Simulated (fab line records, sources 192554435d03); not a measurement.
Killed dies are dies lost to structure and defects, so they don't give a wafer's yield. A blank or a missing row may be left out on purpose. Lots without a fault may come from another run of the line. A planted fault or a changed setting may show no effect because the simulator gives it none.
Which tool did it? | flow n5_finfet | 8 lots, 24 wafers sampled, at 6 steps of a route of 1938

WHAT THE GAUGES READ, wafer by wafer
N5_BEOL_M4_OVL_MEAS_12.
lot  | measured     | on         | M4_OVL (nm)
L634 | day 8 10:58  | overlay-02 | 1.5 0.6 0.4
L638 | day 9 00:07  | overlay-02 | 0.8 0.1 -0.7
L636 | day 9 06:14  | overlay-02 | 0.2 0.4 0.5
L649 | day 12 02:29 | overlay-02 | 0.4 -0.2 0.7
L648 | day 12 02:52 | overlay-02 | -0.9 -0.1 -0.2
L652 | day 12 17:45 | overlay-01 | 0.2 -0.4 0.6
L653 | day 12 21:17 | overlay-02 | 0.4 -0.9 0.3
L655 | day 13 17:43 | overlay-02 | 0.3 0.7 0.8

N5_BEOL_M4_OVL_MEAS_29.
lot  | measured     | on         | V3_OVL (nm)
L634 | day 8 11:58  | overlay-01 | -0.2 1.2 0.0
L638 | day 9 01:46  | overlay-02 | 0.4 0.4 -0.3
L636 | day 9 07:19  | overlay-01 | 0.3 0.7 1.0
L649 | day 12 03:34 | overlay-01 | 4.1 4.3 4.0
L648 | day 12 03:44 | overlay-02 | 3.2 3.7 3.2
L652 | day 12 23:05 | overlay-02 | 1.5 -0.2 -0.9
L653 | day 12 23:08 | overlay-02 | 0.3 -0.5 -0.3
L655 | day 13 18:41 | overlay-02 | -1.5 -1.4 0.0

N5_BEOL_M4_RC_MEAS_101.
lot  | measured     | on        | DIBL_N (mV/V)  | DIBL_P (mV/V)  | IOFF_N (nA/um)    | IOFF_P (nA/um) | ION_N (uA/um) | ION_P (uA/um) | SS_N (mV/dec)  | SS_P (mV/dec)  | VT_N (mV)   | VT_P (mV)
L634 | day 8 18:42  | prober-01 | 36.8 35.3 34.1 | 36.7 34.5 33.3 | 0.151 0.128 0.108 | 0.20 0.17 0.15 | 668 657 652   | 456 457 452   | 72.1 71.0 71.1 | 73.5 72.6 72.0 | 253 254 257 | -252 -253 -253
L638 | day 9 13:09  | prober-02 | 36.1 37.2 37.6 | 36.8 37.7 38.2 | 0.167 0.183 0.205 | 0.26 0.29 0.31 | 682 678 691   | 469 469 478   | 71.8 71.8 72.7 | 73.0 73.2 73.7 | 248 248 246 | -249 -244 -241
L636 | day 9 16:43  | prober-02 | 37.3 38.8 37.0 | 36.7 38.8 36.2 | 0.142 0.179 0.137 | 0.21 0.25 0.20 | 666 688 660   | 465 468 461   | 71.2 72.3 71.1 | 72.9 73.8 72.8 | 252 249 255 | -248 -248 -251
L649 | day 12 13:26 | prober-01 | 33.5 34.4 33.5 | 33.6 34.1 32.7 | 0.129 0.130 0.115 | 0.17 0.18 0.17 | 672 676 656   | 457 465 456   | 70.5 70.6 70.9 | 72.7 72.7 72.2 | 254 253 255 | -252 -252 -252
L648 | day 12 14:29 | prober-02 | 35.2 38.9 35.8 | 33.6 39.2 35.5 | 0.151 0.229 0.163 | 0.21 0.31 0.24 | 688 695 678   | 470 476 470   | 71.8 71.9 72.0 | 73.0 74.0 73.4 | 250 244 248 | -247 -245 -246
L652 | day 13 10:53 | prober-01 | 34.1 38.7 34.6 | 35.2 39.7 37.3 | 0.132 0.234 0.162 | 0.18 0.26 0.22 | 647 708 687   | 459 469 470   | 71.3 72.9 72.3 | 73.8 74.2 73.6 | 253 244 246 | -253 -247 -254
L653 | day 13 18:34 | prober-01 | 37.7 36.0 35.0 | 38.0 36.1 33.9 | 0.210 0.178 0.142 | 0.29 0.24 0.20 | 692 681 678   | 477 473 467   | 72.4 71.2 71.7 | 73.5 73.3 72.5 | 247 246 250 | -245 -248 -250
L655 | day 14 02:34 | prober-01 | 34.7 35.3 34.8 | 35.1 36.0 35.4 | 0.136 0.142 0.128 | 0.19 0.21 0.20 | 671 664 660   | 457 459 456   | 70.9 71.9 71.4 | 72.2 73.1 72.6 | 252 252 254 | -252 -251 -253

WHICH TOOL RAN EACH LOT (tool, then ch and the chambers of the sampled wafers, then the start)
lot  | N5_BEOL_M4_ETCH_74                 | N5_BEOL_M4_STRIP_66                | N5_BEOL_M4_EXPOSE_25
L634 | rie_diel-03 ch 0,1,3, day 8 11:05  | rie_diel-03 ch 0,1,3, day 8 11:16  | euv_scanner-01 ch 0, day 8 11:47
L638 | rie_diel-02 ch 0,1, day 9 01:00    | rie_diel-02 ch 0,1, day 9 01:11    | euv_scanner-01 ch 0, day 9 01:36
L636 | rie_diel-04 ch 0,2,3, day 9 06:34  | rie_diel-04 ch 0,2,3, day 9 06:45  | euv_scanner-01 ch 0, day 9 07:08
L649 | rie_diel-04 ch 0,1,2, day 12 02:37 | rie_diel-04 ch 0,1,2, day 12 02:47 | euv_scanner-01 ch 0, day 12 03:24
L648 | rie_diel-04 ch 1,2,3, day 12 02:59 | rie_diel-04 ch 1,2,3, day 12 03:10 | euv_scanner-01 ch 0, day 12 03:34
L652 | rie_diel-03 ch 0,1,3, day 12 17:53 | rie_diel-03 ch 0,1,3, day 12 18:04 | euv_scanner-02 ch 0, day 12 22:55
L653 | rie_diel-02 ch 0,3, day 12 22:07   | rie_diel-02 ch 0,3, day 12 22:17   | euv_scanner-02 ch 0, day 12 22:58
L655 | rie_diel-02 ch 1,2, day 13 17:50   | rie_diel-02 ch 1,2, day 13 18:01   | euv_scanner-02 ch 0, day 13 18:30
- N5_BEOL_M4_ETCH_74: etches underlayer in N2/H2, target depth 6.5 nm, time 5.2 s.
- N5_BEOL_M4_STRIP_66: strips in CF4.
- N5_BEOL_M4_EXPOSE_25: exposes mask V3, defocus 5 nm.

WHAT THE TOOLS THEMSELVES READ (means of the sampled wafers that have a number; where no wafer has one, the mark that the record gives instead)
N5_BEOL_M4_ETCH_74.
lot  | tool        | chamber_pressure_mTorr (mTorr) | drypump_motor_current_A (A) | etch_rf_on_time_s (s) | oes_product_au (a.u.) | rf_vpp_V (V) | showerhead_plenum_p_Torr (Torr) | throttle_valve_pct (%)
L634 | rie_diel-03 | 29.98                          | 5.5                         | 5.21                  | 0.72                  | 525.0        | 2.61                            | 17.71
L638 | rie_diel-02 | 30.04                          | 6.0                         | 5.29                  | 0.61                  | 524.4        | 2.55                            | 17.82
L636 | rie_diel-04 | 30.00                          | 6.2                         | 5.24                  | 0.71                  | 523.4        | 2.57                            | 17.89
L649 | rie_diel-04 | 30.03                          | 6.2                         | 5.10                  | 0.79                  | 526.6        | 2.64                            | 17.63
L648 | rie_diel-04 | 29.97                          | 6.1                         | 5.19                  | 0.77                  | 525.2        | 2.59                            | 17.63
L652 | rie_diel-03 | 30.01                          | 5.5                         | 5.16                  | 0.68                  | 526.2        | 2.59                            | 17.76
L653 | rie_diel-02 | 30.01                          | 5.4                         | 5.22                  | 0.59                  | 520.4        | 2.42                            | 17.76
L655 | rie_diel-02 | 29.99                          | 5.6                         | 5.29                  | 0.81                  | 526.3        | 2.62                            | 17.88

N5_BEOL_M4_STRIP_66.
lot  | tool        | chamber_pressure_mTorr (mTorr) | drypump_motor_current_A (A) | oes_product_au (a.u.) | rf_vpp_V (V) | showerhead_plenum_p_Torr (Torr) | throttle_valve_pct (%)
L634 | rie_diel-03 | 50.01                          | 5.5                         | 0.84                  | 271.9        | 1.84                            | 13.40
L638 | rie_diel-02 | 49.97                          | 5.9                         | 0.71                  | 271.1        | 1.80                            | 13.61
L636 | rie_diel-04 | 50.03                          | 6.3                         | 0.82                  | 270.8        | 1.81                            | 13.60
L649 | rie_diel-04 | 50.03                          | 6.2                         | 0.90                  | 272.7        | 1.85                            | 13.31
L648 | rie_diel-04 | 49.95                          | 6.1                         | 0.89                  | 271.7        | 1.82                            | 13.36
L652 | rie_diel-03 | 49.97                          | 5.5                         | 0.79                  | 272.7        | 1.83                            | 13.48
L653 | rie_diel-02 | 49.99                          | 5.4                         | 0.69                  | 270.1        | 1.73                            | 13.67
L655 | rie_diel-02 | 49.97                          | 5.5                         | 0.94                  | 272.4        | 1.83                            | 13.33

N5_BEOL_M4_EXPOSE_25.
lot  | tool           | reticle_temp_C (C) | stage_msd_nm (nm)
L634 | euv_scanner-01 | 22.90              | 0.811
L638 | euv_scanner-01 | 23.14              | 0.811
L636 | euv_scanner-01 | 23.19              | 0.809
L649 | euv_scanner-01 | 23.09              | 0.799
L648 | euv_scanner-01 | 23.02              | 0.799
L652 | euv_scanner-02 | 23.05              | 0.830
L653 | euv_scanner-02 | 23.10              | 0.830
L655 | euv_scanner-02 | 23.16              | 0.829

THE ANSWER, worked out from the rows above alone
Rule: what is usual is taken from the lots themselves. Put in order of their means at a reading, lots are off if they are a third of the lots or fewer, leave a main group of 4 or more, and stand apart from it by a gap of 3 or more times the standard deviation of the main group's means; of several such gaps the widest counts. A main group whose means are all the same, to the digits that the tables above print for the reading, isn't used. A lot without any number at a reading at which 4 lots or more have one is off too. The other lots that the step has rows for count as sound. The gauges are gone through in route order, then the tools' own readings, and for those a lot's mean is taken as printed above. The first step at which some lot is off is used, and at that step the reading that is off furthest; a lot without a number counts as furthest.
Off: L649, L648, at N5_BEOL_M4_OVL_MEAS_29 (V3_OVL). The main group: mean 0.0 nm, standard deviation 0.51.
A tool fits if, at a process step before that reading, it ran every lot that is off, and no sound lot after the first of them. The gauges at N5_BEOL_M4_OVL_MEAS_29 are tried like those tools. Can't be told from this: 2 tools fit, rie_diel-04 at N5_BEOL_M4_ETCH_74 and N5_BEOL_M4_STRIP_66, euv_scanner-01 at N5_BEOL_M4_EXPOSE_25.

WHAT THE SIMULATOR HAD PUT IN
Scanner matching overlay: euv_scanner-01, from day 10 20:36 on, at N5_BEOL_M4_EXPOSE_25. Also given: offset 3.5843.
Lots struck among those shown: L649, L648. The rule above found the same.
